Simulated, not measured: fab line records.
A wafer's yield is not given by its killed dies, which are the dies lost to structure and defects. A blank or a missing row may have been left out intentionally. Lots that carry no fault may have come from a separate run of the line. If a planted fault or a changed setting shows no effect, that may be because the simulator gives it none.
8D (eight disciplines) problem report, filled in by code	flow n5Finfet	the parts of the form that need people (team, actions taken, sign-off) are left out

1. THE ISSUE
At N5_FIN_CUT_STRIP_22, powerW averages 463.8 W over 2 wafers from 2 lots, while fault-free wafers read 500.1 W, standard deviation 1.4. Measured from the usual mean, that is -26 standard deviations.
The step: strips in N2/H2.
First observed at day 3 17:09: wafer L570.3, on rieDiel-03. Wafers with a number at this step in the record: 27, from 9 lots. Rule for "out", or "out of limits": more than 4 standard deviations from the usual mean. Any other wafer with a number is counted as sound.

2. WHAT IT IS; WHAT IT IS NOT
question	is	is not
which readings at this step	powerW	chamberPressureMTorr, drypumpMotorCurrentA, oesProductAu, rfVppV, showerheadPlenumPTorr, throttleValvePct
which lots	L570, L571	L564, L568, L569, L580, L581, L582, L584
which wafers of those lots	L570.3, L571.5	L570.4, L570.5, L571.1, L571.6
read on which tools	rieDiel-03	rieDiel-01, rieDiel-02
when	from day 3 17:09	up to then (11 sound wafers); but 14 sound wafers of L571, L580, L581, L582, L584 came after

3. WHAT RULES OUT EACH SUSPECT
Counting: any tool at a process step up to the reading remains a suspect provided it ran every lot that is out. Sound lots after the first of them don't rule it out here, since some wafers of a struck lot are sound.
- rieSi-05 at N5_FIN_SAQP_FIN_ETCH_36 (etches the open film in HBr/Cl2/O2, target depth 120 nm, time 50.4 s): kept. It ran every lot that is out, first L570 (day 3 15:41).
- rieSi-01 at N5_FIN_CUT_CUT_ETCH_28 (etches Si in HBr/Cl2/O2, target depth 6 nm, time 2.4 s): kept. Every lot that is out went through it, the first being L570 (day 3 17:02); the last sound lot it ran before that was L569 (day 3 10:33).
- rieDiel-03 at N5_FIN_CUT_STRIP_22 (strips in N2/H2): kept. Every lot that is out went through it, the first being L570 (day 3 17:09); the last sound lot it ran before that was L568 (day 3 04:26). On those wafers its own readings are out: powerW.
- In rieDiel-03 at N5_FIN_CUT_STRIP_22, the wafers that are out were processed in chamber 1 and their sound lot-mates in chambers 0, 2.
Left after counting: rieSi-05 at N5_FIN_SAQP_FIN_ETCH_36, rieSi-01 at N5_FIN_CUT_CUT_ETCH_28, rieDiel-03 at N5_FIN_CUT_STRIP_22.

4. THE CAUSE (what the simulator had put in)
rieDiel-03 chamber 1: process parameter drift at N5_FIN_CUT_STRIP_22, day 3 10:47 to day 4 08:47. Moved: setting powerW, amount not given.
This tool is one of the 3 suspects left after counting.

5. SEQUENCE OF EFFECTS, ordered by route
Each row: a reading where the mean over the struck wafers with a number is more than 3 standard deviations away from the usual. Only readings for which the record gives a usual standard deviation are gone through. hours: the time from each lot's start at the first step in this table that gives one to its start at this step, as a median over the lots. sigmas: the change in usual standard deviations.
hours	step	reading	usual	on struck wafers	change	sigmas
0	N5_FIN_CUT_STRIP_22	powerW	500.1 W	463.8	-36.4	-26
Here are the process steps it includes:
- N5_FIN_CUT_STRIP_22: strips in N2/H2.
Later steps that measure or inspect, where all struck wafers having a row at the step show a number for every such reading and not one has moved that far: N5_BEOL_M4_RC_MEAS_101.

6. WHAT WOULD HAVE CAUGHT IT SOONER
First out-of-limits reading in this record: day 3 17:09, which is 6 hours after fault onset at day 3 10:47.
